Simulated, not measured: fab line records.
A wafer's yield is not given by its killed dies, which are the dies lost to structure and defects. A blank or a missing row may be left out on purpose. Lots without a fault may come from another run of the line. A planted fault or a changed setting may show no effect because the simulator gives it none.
Chamber matching ; flow n5 finfet ; N5_BEOL_M9_ILD_DEP_00 on pecvd-03 has 3 sister chambers
The step deposits SiCOH lowk from DEMS/porogen, target thk 308.51 nm, time 58 s. 6 wafers are shown with their chamber, then 10 later ones without.

== EACH WAFER AND ITS CHAMBER ==
wafer;chamber;heater power w (W);showerhead plenum p Torr (Torr)
L082.5;0;225;5.727
L085.3;0;253;5.740
L085.4;2;313;5.758
L085.5;1;340;5.748
L087.1;1;318;5.760
L087.2;2;312;5.756

== WAFERS WITHOUT THEIR CHAMBER ==
wafer;heater power w (W);showerhead plenum p Torr (Torr)
L087.3;244;5.755
L094.2;237;5.738
L094.3;252;5.756
L094.6;365;5.715
L096.1;284;5.752
L096.3;231;5.757
L096.5;287;5.767
L097.1;322;5.749
L097.2;248;5.762
L097.3;290;5.749

== CHAMBER TAKEN BY EACH ==
wafer;from the rows above;in truth
L087.3;can't be placed: 0 or 2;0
L094.2;0;0
L094.3;can't be placed: 0 or 2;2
L094.6;can't be placed: 1 or 2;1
L096.1;can't be placed: 2 or 1 or 0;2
L096.3;0;0
L096.5;can't be placed: 2 or 1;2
L097.1;can't be placed: 1 or 2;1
L097.2;can't be placed: 0 or 2 or 1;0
L097.3;can't be placed: 2 or 1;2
2 of 10 placed correctly. Not placeable from these rows: 8 (in 8, the candidates include the true chamber). Number placed wrongly: 0.
How it was worked out, from the rows above alone: a wafer's distance from a chamber is the root of the sum, over the readings, of the square of ((its reading less the chamber's mean) divided by the reading's scatter). The wafer belongs to the nearest chamber; if the next one is less than 2 further off, it can't be placed. A chamber's mean is the mean of its shown wafers. The scatter: take each reading less its chamber's mean, square it, sum over the shown wafers, divide by the number of wafers less the number of chambers, and take the root.
